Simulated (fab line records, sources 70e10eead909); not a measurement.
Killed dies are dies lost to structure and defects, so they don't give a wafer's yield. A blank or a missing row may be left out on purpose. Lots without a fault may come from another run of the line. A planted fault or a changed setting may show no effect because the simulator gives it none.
Which tool did it? | flow nand_harc | 6 lots, 18 wafers sampled, at 3 steps of a route of 1159

WHAT THE GAUGES READ, wafer by wafer
NHARC_P_GATE_CD_MEAS_91: target cd 2000 nm.
lot  | measured    | on        | cd_nm (nm)
L727 | day 5 19:31 | cd_sem-01 | 2003 2004 2000
L728 | day 6 03:53 | cd_sem-02 | 2002 2002 1999
L732 | day 6 13:31 | cd_sem-01 | 1999 1999 1998
L734 | day 7 07:00 | cd_sem-02 | 1999 1994 1993
L736 | day 7 21:45 | cd_sem-01 | 2001 1999 1999
L738 | day 8 19:38 | cd_sem-01 | 1993 1996 1998

WHICH TOOL RAN EACH LOT (tool, then ch and the chambers of the sampled wafers, then the start)
lot  | NHARC_P_GATE_ETCH_32            | NHARC_P_GATE_EXPOSE_88
L727 | rie_si-05 ch 0,1,2, day 5 02:25 | krf_scanner-02 ch 0, day 5 19:21
L728 | rie_si-05 ch 0,2, day 5 12:56   | krf_scanner-04 ch 0, day 6 03:44
L732 | rie_si-05 ch 1,2,3, day 5 22:30 | krf_scanner-04 ch 0, day 6 13:22
L734 | rie_si-05 ch 0,1, day 6 16:10   | krf_scanner-04 ch 0, day 7 06:50
L736 | rie_si-04 ch 0,3, day 7 06:54   | krf_scanner-02 ch 0, day 7 21:35
L738 | rie_si-06 ch 0,1,3, day 8 04:05 | krf_scanner-04 ch 0, day 8 19:29
- NHARC_P_GATE_ETCH_32: etches the open film in HBr/Cl2, target depth 150 nm, time 100.1 s.
- NHARC_P_GATE_EXPOSE_88: exposes mask P HVN, target cd 2000 nm.

THE ANSWER, worked out from the rows above alone
Rule: what is usual is taken from the lots themselves. Put in order of their means at a reading, lots are off if they are a third of the lots or fewer, leave a main group of 4 or more, and stand apart from it by a gap of 3 or more times the standard deviation of the main group's means; of several such gaps the widest counts. A main group whose means are all the same, to the digits that the tables above print for the reading, isn't used. A lot without any number at a reading at which 4 lots or more have one is off too. The other lots that the step has rows for count as sound.
No lot is off at any reading shown: from this, nothing can be told.

WHAT THE SIMULATOR HAD PUT IN
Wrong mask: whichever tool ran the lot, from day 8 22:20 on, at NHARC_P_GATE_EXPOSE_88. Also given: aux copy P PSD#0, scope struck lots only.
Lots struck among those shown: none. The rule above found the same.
